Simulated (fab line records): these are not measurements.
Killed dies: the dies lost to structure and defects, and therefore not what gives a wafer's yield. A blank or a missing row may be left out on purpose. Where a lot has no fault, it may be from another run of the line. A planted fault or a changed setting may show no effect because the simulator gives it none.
8D (eight disciplines) problem report, filled in by code    flow nandHarc    the parts of the form that need people (team, actions taken, sign-off) are left out

== 1. THE PROBLEM ==
Mean of thkNm at NHARC_A_ONON_D2_THK_MEAS_30: 1187 nm across 9 wafers in 3 lots; on wafers with no fault it is 1003 nm (standard deviation 7.2). Relative to the usual mean, that is a shift of +26 standard deviations.
The step: measures by ellipsometry.
First observed at day 14 10:31: wafer L320.2, on filmMetro-01. At this step, 42 wafers from 14 lots have a number in the record. The rule behind "out" and "out of limits": a value lying over 4 standard deviations away from the usual mean. All remaining wafers that have a number are taken as sound.

== 2. WHAT IT IS, AND WHAT IT ISN'T ==
question                     is                          is not
which readings at this step  thkNm                       -
which lots                   L320, L321, L322            L316, L317, L326, L330, L331, L332, L334, L335, L336, L338, L339
which wafers of those lots   all that have a number      -
read on which gauges         filmMetro-01, filmMetro-02  -
when                         from day 14 10:31           up to then (6 sound wafers); but 27 sound wafers of L326, L330, L331, L332, L334, L335, L336, L338, L339 came after

== 3. SUSPECTS, AND WHAT RULES EACH OUT ==
Counting: a tool at a process step up to the reading stays a suspect if it ran every lot that is out and no sound lot after the first of them.
- the gauge at NHARC_A_ONON_D2_THK_MEAS_30 has been ruled out. The wafers that are out were read on 2 gauges (filmMetro-01, filmMetro-02).
- pecvdOnon-01 at NHARC_A_ONON_D2_DEP_28 (target thk 1000 nm): ruled out as a lasting fault. After its first lot that is out, L320 (day 14 10:04), sound lots L330, L335, L336, L339 ran on it.
Left after counting: nothing in the record.

== 4. THE CAUSE (what the simulator had put in) ==
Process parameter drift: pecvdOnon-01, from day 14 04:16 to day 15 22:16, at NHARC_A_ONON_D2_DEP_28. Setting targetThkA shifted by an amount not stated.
It was ruled out by counting, in error; the rule expects a fault to strike all lots run on its tool from its start on, and this fault did not.

== 5. THE CHAIN OF EFFECTS, in route order ==
Each row: a reading whose mean over the struck wafers that have a number lies more than 3 standard deviations from the usual. Only readings for which the record gives a usual standard deviation are gone through. hours: the time from each lot's start at the first step in this table that gives one to its start at this step, as a median over the lots. sigmas: the change in usual standard deviations.
hours  step                         reading  usual    on struck wafers  change  sigmas
0      NHARC_A_ONON_D2_THK_MEAS_30  thkNm    1003 nm  1187              +184    +26
Later steps that measure or inspect, where all struck wafers having a row at the step show a number for every such reading and not one has moved that far: NHARC_A_ONON_D2_THK_MEAS_34.

== 6. HOW IT WOULD HAVE BEEN CAUGHT EARLIER ==
The first out-of-limits reading at a measuring or inspecting step in this record came at day 14 10:31, 6 hours after the fault's start at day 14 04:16.
